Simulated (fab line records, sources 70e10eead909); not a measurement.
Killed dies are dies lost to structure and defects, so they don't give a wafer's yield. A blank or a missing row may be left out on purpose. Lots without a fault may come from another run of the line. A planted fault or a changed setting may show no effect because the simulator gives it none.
A struck lot beside a sound one | flow nand_harc | 17 steps out of a route of 1302
Sound: wafers L142.2, L142.3, L142.6. Struck: wafers L158.1, L158.4, L158.5. The cause comes at the end.
At each step with rows: each side's tool, then ch and its chambers, then its first start. Under that, the readings that differ: sound wafers | struck wafers | difference of the means | sigmas: that difference in standard deviations of wafers without a fault.
alike: readings whose means differ by less than 2 such deviations, and words and numbers that are the same on both sides. not compared: withheld readings, readings that some wafer has no value for, bounds like >300 that may hide the same value, and numbers for which the record gives no deviation and whose values overlap.
The two part at a step that has a row with sigmas, a row that says differs or no value, or rows on one side only. Numbers that don't overlap but have no deviation are shown without sigmas and don't part them. A reading that every wafer of one side lacks parts them only if that side has two wafers or more.

NHARC_A_STAIRCASE_CMP_472: polishes SiO2.
  sound on cmp-04 ch 0,1,2, day 19 06:07; struck on cmp-04 ch 1,3, day 25 16:57
  alike: motor_current_A
then, 1 step without rows for these wafers: NHARC_A_STAIRCASE_SRD_474.
NHARC_A_STAIRCASE_INSPECT_155:
  sound on defect_inspect-02, day 19 06:28; struck on defect_inspect-02, day 25 17:17
  alike: raw_defect_count
NHARC_A_SGD_CUT_DEP_00: deposits SiNx, target thk 50 nm.
  sound on pecvd-01 ch 0,2, day 19 06:32; struck on pecvd-01 ch 1,2, day 25 17:22
  alike: heater_power_w
then, 7 steps without rows for these wafers: NHARC_A_SGD_CUT_DEHYDRATE_01 (time 120 s); NHARC_A_SGD_CUT_HMDS_02 (time 30 s); NHARC_A_SGD_CUT_COAT_56 (time 75 s); NHARC_A_SGD_CUT_COAT_57 (time 65 s); NHARC_A_SGD_CUT_COAT_03 (resist thk 90 nm); NHARC_A_SGD_CUT_SOFTBAKE_04 (time 55 s); NHARC_A_SGD_CUT_EBR_05.
NHARC_A_SGD_CUT_EXPOSE_06: exposes mask SGD.
  sound on arfi_scanner-02 ch 0, day 19 07:07; struck on arfi_scanner-02 ch 0, day 25 17:56
  reading              | sound             | struck            | difference | sigmas
  exposure_dose_mJ_cm2 | 85.76 85.81 85.70 | 93.65 93.57 93.68 | +7.88      | +93
  alike: mask
then, 2 steps without rows for these wafers: NHARC_A_SGD_CUT_PEB_07 (peb time 65 s); NHARC_A_SGD_CUT_DEVELOP_08 (develop time 35 s).
NHARC_A_SGD_CUT_CD_MEAS_09: target cd 100 nm.
  sound on cd_sem-02 ch 0, day 19 07:15; struck on cd_sem-03 ch 0, day 25 18:05
  reading    | sound             | struck            | difference | sigmas
  cd_nm (nm) | 100.3 100.6 100.0 | 107.2 106.2 106.5 | +6.3       | +13
NHARC_A_SGD_CUT_OVL_MEAS_10:
  sound on overlay-01, day 19 07:20; struck on overlay-02, day 25 18:10
  alike: overlay_x_nm, overlay_y_nm
-- the record jumps here: 5 days lie between the struck wafers' starts before and after (it left off in module A_SGD_CUT and takes up again in module END, whose first step shown is number 1302 of the route) --
NHARC_END_SORT_01:
  sound on prober-02 ch 0, day 24 12:25; struck on prober-01 ch 0, day 30 19:08
  alike: killed_at_array, killed_at_other, killed_at_periphery, killed_dies, killed_open, killed_short

WHERE THEY PART
First at NHARC_A_SGD_CUT_EXPOSE_06; last, within this record, at NHARC_A_SGD_CUT_CD_MEAS_09. Later steps at which nothing parts them and some readings are alike: NHARC_A_SGD_CUT_OVL_MEAS_10, NHARC_END_SORT_01.

WHY: what the simulator had put in
Process parameter drift: arfi_scanner-02, from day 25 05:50 on, at NHARC_A_SGD_CUT_EXPOSE_06. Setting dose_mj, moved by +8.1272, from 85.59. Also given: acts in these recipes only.
